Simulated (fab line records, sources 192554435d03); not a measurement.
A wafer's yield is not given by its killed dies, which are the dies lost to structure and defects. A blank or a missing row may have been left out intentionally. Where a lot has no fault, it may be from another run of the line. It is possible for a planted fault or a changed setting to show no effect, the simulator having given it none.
Chamber matching ; flow n5-finfet ; 3 sister chambers for N5_BEOL_M9_ILD_DEP_00 on pecvd-04
The step deposits SiCOH lowk from DEMS/porogen, target thk 308.51 nm, time 58 s. 14 wafers are shown with their chamber, then 7 later ones without.

WAFERS WITH THEIR CHAMBER
wafer;chamber;throttle-valve-pct (%);heater-power-w (W);showerhead-plenum-p-Torr (Torr)
L076.1;0;13.4;406;5.727
L076.4;0;13.5;316;5.726
L076.6;1;15.5;318;5.742
L077.3;0;13.8;402;5.722
L077.5;1;15.4;330;5.766
L077.6;0;13.5;414;5.739
L080.2;1;15.4;282;5.768
L080.3;0;13.3;387;5.740
L080.5;1;15.4;290;5.749
L086.3;1;15.5;279;5.744
L086.4;2;13.0;307;5.734
L086.5;0;13.6;392;5.739
L084.2;0;13.5;380;5.720
L084.4;1;15.5;330;5.746

SIGNATURES, as means of the wafers listed above
reading;chamber 0;chamber 1;chamber 2;scatter within a chamber
throttle-valve-pct;13.514;15.450;13.000;0.122
heater-power-w;385.29;304.83;307.00;29
showerhead-plenum-p-Torr;5.73043;5.75250;5.73400;0.01
Rule: a wafer's distance from a chamber is the root of the sum, over the readings, of the square of ((its reading less the chamber's mean) divided by the reading's scatter). If the next closest chamber is less than 2 further off than the closest, the wafer can't be placed; otherwise it belongs to the closest. The scatter: take each reading less its chamber's mean, square it, sum over the shown wafers, divide by the number of wafers less the number of chambers, and take the root.

WAFERS MISSING THEIR CHAMBER
wafer;throttle-valve-pct (%);heater-power-w (W);showerhead-plenum-p-Torr (Torr)
L084.5;13.1;257;5.740
L088.3;13.5;357;5.722
L088.5;13.4;254;5.728
L088.6;13.7;365;5.721
L090.2;13.1;412;5.732
L090.4;13.5;401;5.723
L090.5;13.0;273;5.743

THE CHAMBER EACH PASSED THROUGH
wafer;from the rows above;in truth
L084.5;2;2
L088.3;0;0
L088.5;can't be placed: 2 or 0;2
L088.6;0;0
L090.2;can't be placed: 0 or 2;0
L090.4;0;0
L090.5;2;2
Correct placement for 5 of the 7. Cannot be placed on the basis of these rows: 2; the candidates contain the true chamber in 2. Placed wrongly: 0.
